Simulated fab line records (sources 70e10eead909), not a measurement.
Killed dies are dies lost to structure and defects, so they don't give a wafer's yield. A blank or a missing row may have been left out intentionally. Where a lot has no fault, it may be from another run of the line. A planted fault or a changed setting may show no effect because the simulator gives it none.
Which tool did it?	flow nand harc	at 1 step of a route of 1302, 12 lots with 36 wafers sampled

WHAT THE GAUGES SHOWED, per wafer
NHARC_A_SIN_REMOVE_INSPECT_04.
lot	measured	on	raw defect count
L074	day 20 14:42	defect inspect-02	313 280 335
L077	day 22 05:10	defect inspect-02	309 318 357
L078	day 23 02:30	defect inspect-02	279 424 335
L080	day 23 21:16	defect inspect-02	426 354 342
L083	day 24 03:07	defect inspect-01	500 739 567
L085	day 25 02:25	defect inspect-02	507 373 432
L086	day 25 11:05	defect inspect-01	402 376 424
L089	day 26 21:14	defect inspect-01	589 367 427
L091	day 27 10:01	defect inspect-02	350 330 335
L093	day 28 07:39	defect inspect-02	396 532 458
L094	day 28 19:42	defect inspect-01	371 410 303
L097	day 30 00:37	defect inspect-02	417 397 397

TOOL THAT RAN EACH LOT (tool first, then ch and the chambers of the sampled wafers, then the start)
Record: no process step prior to these readings.

THE ANSWER, worked out from the rows above alone
Rule: usual is defined by the lots themselves. The widest of any qualifying gaps counts: lots, ordered by their means at a reading, are off when they make up no more than a third of the lots, leave a main group of 4 or more, and stand apart from it by 3 or more times the standard deviation of that group's means. A main group is skipped when, at the precision printed for the reading in the tables above, its means are all equal. Also off: a lot with no number at a reading for which 4 or more lots have one. All remaining lots with rows at the step are treated as sound.
No lot is off on any of the readings shown, so nothing can be concluded from this.

WHAT WAS PUT IN BY THE SIMULATOR
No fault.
